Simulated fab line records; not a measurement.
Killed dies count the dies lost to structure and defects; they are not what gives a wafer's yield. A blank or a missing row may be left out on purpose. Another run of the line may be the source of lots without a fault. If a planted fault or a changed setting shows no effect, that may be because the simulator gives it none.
Split-lot experiment | flow n5Finfet | 7 lots, 21 wafers read, on a route of 1938 steps

== THE SPLIT ==
At N5_BEOL_M3_TRENCH_ETCH_37 (etches SiOC in C4F6/O2, target depth 55.555 nm, time 29.2 s), the setting timeS was moved away from the recipe's 29.2 s on 4 of the 21 wafers read, by -12.6% to +14.6%. This setting was run at the recipe's value on the other wafers.

== FROM THE SPLIT TO THE READING: what the file shows between them, 2 steps ==
- N5_BEOL_M3_ETCH_41: etches SiCN in CH3F/O2, target depth 29.9 nm, time 52.5 s (also split here: targetDepthA)
- N5_BEOL_M3_STRIP_97: strips in N2/H2, time 10 s

== THE READING ==
trenchDepthNm, in nm, at N5_BEOL_M3_OCD_MEAS_38. Typical for fault-free wafers on this fab line: 55.2 nm, with standard deviation 1.1 nm.

wafer  | tool, chamber at the split | timeS as run, s | against the recipe | trenchDepthNm, nm | against lot-mates on the recipe
L080.3 | rieDiel-02, 3              | 29.2            | recipe             | 56.4              | -
L080.4 | rieDiel-02, 1              | 29.2            | recipe             | 57.0              | -
L080.5 | rieDiel-02, 2              | 29.2            | recipe             | 53.9              | -
L079.4 | rieDiel-03, 1              | 29.2            | recipe             | 53.3              | -
L079.5 | rieDiel-03, 0              | 29.2            | recipe             | 54.6              | -
L079.6 | rieDiel-03, 3              | 29.2            | recipe             | 54.4              | -
L081.1 | rieDiel-02, 2              | 29.2            | recipe             | 55.4              | -
L081.2 | rieDiel-02, 0              | 29.2            | recipe             | 54.5              | -
L081.4 | rieDiel-02, 3              | 29.2            | recipe             | 57.3              | -
L084.2 | rieDiel-02, 0              | 29.2            | recipe             | 53.8              | -
L084.3 | rieDiel-02, 1              | 29.2            | recipe             | 56.2              | -
L084.5 | rieDiel-02, 0              | 29.2            | recipe             | 53.7              | -
L085.2 | rieDiel-03, 0              | 29.2            | recipe             | 55.2              | -
L085.5 | rieDiel-03, 2              | 27.54           | -5.7%              | 52.9              | -2.5
L085.6 | rieDiel-03, 3              | 29.2            | recipe             | 55.5              | -
L090.1 | rieDiel-03, 2              | 25.51           | -12.6%             | 48.8              | -6.0
L090.2 | rieDiel-03, 0              | 29.2            | recipe             | 54.8              | -
L090.5 | rieDiel-03, 2              | 25.51           | -12.6%             | 48.7              | -6.1
L092.1 | rieDiel-06, 2              | 29.2            | recipe             | 55.8              | -
L092.3 | rieDiel-06, 1              | 33.47           | +14.6%             | 62.1              | +6.6
L092.5 | rieDiel-06, 0              | 29.2            | recipe             | 55.1              | -

FIT RESULTS
A straight line over all 21 wafers: trenchDepthNm changes by +0.487 nm for each +1% of timeS; r = +0.93; the points scatter about the line by 1.1 nm.
The same after taking each lot's own level away (the mean of its wafers on the recipe; 21 wafers): +0.467 nm for each +1%; r = +0.94; scatter 0.89 nm.
Per that fit: largest timeS move, reading shift of 6.8 nm.
From 54.10 to 55.77 nm: that is the span of the lots' own levels, equal to 1.5 times the standard deviation above.
So the lot-to-lot level changes the slope little: the two slopes agree.
Check: with one of the wafers moved furthest among these (+14.6%) left out of the fit, the line predicts +6.95 nm for it against its lot-mates. Against them it came out at +6.65 nm.

== OTHER SPLITS ON THESE WAFERS ==
These wafers also went through other splits before the reading. Each is held against what the fit with the lots' levels taken away leaves over:
other split on the same wafers      | wafers away from the commonest value | r with trenchDepthNm (lot level and that fit taken away)
N5_HKMG_FIN_ETCH_54 sourceW         | 7                                    | -0.12
N5_GATE_CUT_COAT_27 spinRpm         | 10                                   | -0.25
N5_GATE_CUT_DESCUM_18 timeS         | 6                                    | +0.01
N5_MOL_CONTACT_COAG_ETCH_15 sourceW | 6                                    | +0.07
N5_MOL_CONTACT_COAG_ETCH_91 timeS   | 7                                    | +0.00
N5_BEOL_M0_SAQP_COAT_08 spinRpm     | 8                                    | -0.15
N5_BEOL_M0_SAQP_PEB_12 pebTimeS     | 8                                    | +0.11
N5_BEOL_M1_EXPOSE_25 doseMj         | 7                                    | -0.11
N5_BEOL_M3_ETCH_41 targetDepthA     | 8                                    | +0.11

== THE WHOLE CHAIN: every reading that the file lists as answering this split, in the file's order ==
step                      | what it does                                                | reading                                                                 | change (the file's fit)               | r (the file's)
N5_BEOL_M3_TRENCH_ETCH_37 | etches SiOC in C4F6/O2, target depth 55.555 nm, time 29.2 s | etch.depthNm (the simulator's own value, which no gauge read)           | +0.436 nm for each +1% of the setting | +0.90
N5_BEOL_M3_TRENCH_ETCH_37 | etches SiOC in C4F6/O2, target depth 55.555 nm, time 29.2 s | BEOL_M3.featureDepthNm (the simulator's own value, which no gauge read) | +0.437 nm for each +1% of the setting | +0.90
N5_BEOL_M3_OCD_MEAS_38    |                                                             | trenchDepthNm                                                           | +0.461 nm for each +1% of the setting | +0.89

== FILE'S OWN FIT ==
trenchDepthNm changes by +0.461 nm for each +1% of timeS, r = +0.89.
